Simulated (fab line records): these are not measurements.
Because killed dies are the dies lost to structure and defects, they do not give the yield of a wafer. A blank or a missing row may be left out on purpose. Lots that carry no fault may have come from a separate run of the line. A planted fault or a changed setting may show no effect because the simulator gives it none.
Chamber matching || flow n5_finfet || 4 sister chambers for N5_BEOL_M15_VIA_ETCH_16 on rie_diel-05
The step etches SiO2 in C4F8/O2/Ar, target depth 1792.2 nm. 18 wafers are shown with their chamber, then 9 later ones without.

WAFERS, EACH WITH ITS CHAMBER
{"wafer": "L074.1", "chamber": 1, "drypump_motor_current_A (A)": 6.7, "rf_vpp_V (V)": 2249, "throttle_valve_pct (%)": 31.08}
{"wafer": "L074.4", "chamber": 0, "drypump_motor_current_A (A)": 5.4, "rf_vpp_V (V)": 2235, "throttle_valve_pct (%)": 30.91}
{"wafer": "L074.5", "chamber": 1, "drypump_motor_current_A (A)": 6.7, "rf_vpp_V (V)": 2248, "throttle_valve_pct (%)": 31.09}
{"wafer": "L076.1", "chamber": 2, "drypump_motor_current_A (A)": 5.5, "rf_vpp_V (V)": 2202, "throttle_valve_pct (%)": 30.53}
{"wafer": "L076.3", "chamber": 0, "drypump_motor_current_A (A)": 5.4, "rf_vpp_V (V)": 2235, "throttle_valve_pct (%)": 30.90}
{"wafer": "L076.5", "chamber": 1, "drypump_motor_current_A (A)": 6.6, "rf_vpp_V (V)": 2247, "throttle_valve_pct (%)": 31.09}
{"wafer": "L078.1", "chamber": 2, "drypump_motor_current_A (A)": 5.5, "rf_vpp_V (V)": 2202, "throttle_valve_pct (%)": 30.53}
{"wafer": "L078.4", "chamber": 0, "drypump_motor_current_A (A)": 5.4, "rf_vpp_V (V)": 2237, "throttle_valve_pct (%)": 30.90}
{"wafer": "L078.5", "chamber": 3, "drypump_motor_current_A (A)": 5.6, "rf_vpp_V (V)": 2246, "throttle_valve_pct (%)": 31.33}
{"wafer": "L083.1", "chamber": 1, "drypump_motor_current_A (A)": 6.7, "rf_vpp_V (V)": 2248, "throttle_valve_pct (%)": 31.12}
{"wafer": "L083.2", "chamber": 0, "drypump_motor_current_A (A)": 5.4, "rf_vpp_V (V)": 2235, "throttle_valve_pct (%)": 30.91}
{"wafer": "L083.5", "chamber": 1, "drypump_motor_current_A (A)": 6.7, "rf_vpp_V (V)": 2249, "throttle_valve_pct (%)": 31.10}
{"wafer": "L082.2", "chamber": 2, "drypump_motor_current_A (A)": 5.5, "rf_vpp_V (V)": 2201, "throttle_valve_pct (%)": 30.57}
{"wafer": "L082.4", "chamber": 3, "drypump_motor_current_A (A)": 5.6, "rf_vpp_V (V)": 2248, "throttle_valve_pct (%)": 31.31}
{"wafer": "L082.5", "chamber": 2, "drypump_motor_current_A (A)": 5.5, "rf_vpp_V (V)": 2203, "throttle_valve_pct (%)": 30.57}
{"wafer": "L086.1", "chamber": 0, "drypump_motor_current_A (A)": 5.4, "rf_vpp_V (V)": 2233, "throttle_valve_pct (%)": 30.70}
{"wafer": "L086.3", "chamber": 3, "drypump_motor_current_A (A)": 5.6, "rf_vpp_V (V)": 2246, "throttle_valve_pct (%)": 31.33}
{"wafer": "L086.4", "chamber": 0, "drypump_motor_current_A (A)": 5.4, "rf_vpp_V (V)": 2234, "throttle_valve_pct (%)": 30.69}

SIGNATURES (averages over the wafers above)
{"reading": "drypump_motor_current_A", "chamber 0": 5.400, "chamber 1": 6.680, "chamber 2": 5.500, "chamber 3": 5.600, "scatter within a chamber": 0.0239}
{"reading": "rf_vpp_V", "chamber 0": 2234.83, "chamber 1": 2248.20, "chamber 2": 2202.00, "chamber 3": 2246.67, "scatter within a chamber": 1.08}
{"reading": "throttle_valve_pct", "chamber 0": 30.8350, "chamber 1": 31.0960, "chamber 2": 30.5500, "chamber 3": 31.3233, "scatter within a chamber": 0.0664}
Rule: a wafer's distance from a chamber is the root of the sum, over the readings, of the square of ((its reading less the chamber's mean) divided by the reading's scatter). If the next closest chamber is less than 2 further off than the closest, the wafer can't be placed; otherwise it belongs to the closest. The scatter: the root of (the sum of the squares of (reading less its chamber's mean) over the shown wafers, divided by (wafers less chambers)).

WAFERS WHOSE CHAMBER IS MISSING
{"wafer": "L091.1", "drypump_motor_current_A (A)": 5.5, "rf_vpp_V (V)": 2199, "throttle_valve_pct (%)": 30.58}
{"wafer": "L091.4", "drypump_motor_current_A (A)": 5.4, "rf_vpp_V (V)": 2235, "throttle_valve_pct (%)": 30.69}
{"wafer": "L091.5", "drypump_motor_current_A (A)": 5.4, "rf_vpp_V (V)": 2235, "throttle_valve_pct (%)": 30.70}
{"wafer": "L093.1", "drypump_motor_current_A (A)": 6.7, "rf_vpp_V (V)": 2247, "throttle_valve_pct (%)": 30.75}
{"wafer": "L093.4", "drypump_motor_current_A (A)": 5.5, "rf_vpp_V (V)": 2200, "throttle_valve_pct (%)": 30.59}
{"wafer": "L093.6", "drypump_motor_current_A (A)": 5.4, "rf_vpp_V (V)": 2233, "throttle_valve_pct (%)": 30.69}
{"wafer": "L096.1", "drypump_motor_current_A (A)": 5.6, "rf_vpp_V (V)": 2198, "throttle_valve_pct (%)": 30.58}
{"wafer": "L096.3", "drypump_motor_current_A (A)": 6.7, "rf_vpp_V (V)": 2248, "throttle_valve_pct (%)": 30.77}
{"wafer": "L096.5", "drypump_motor_current_A (A)": 5.4, "rf_vpp_V (V)": 2233, "throttle_valve_pct (%)": 30.73}

EACH ONE'S CHAMBER
{"wafer": "L091.1", "from the rows above": 2, "in truth": 2}
{"wafer": "L091.4", "from the rows above": 0, "in truth": 0}
{"wafer": "L091.5", "from the rows above": 0, "in truth": 0}
{"wafer": "L093.1", "from the rows above": 1, "in truth": 1}
{"wafer": "L093.4", "from the rows above": 2, "in truth": 2}
{"wafer": "L093.6", "from the rows above": 0, "in truth": 0}
{"wafer": "L096.1", "from the rows above": 2, "in truth": 2}
{"wafer": "L096.3", "from the rows above": 1, "in truth": 1}
{"wafer": "L096.5", "from the rows above": 0, "in truth": 0}
Placed correctly: 9 of 9. Can't be placed from these rows: 0. Placed wrongly: 0.
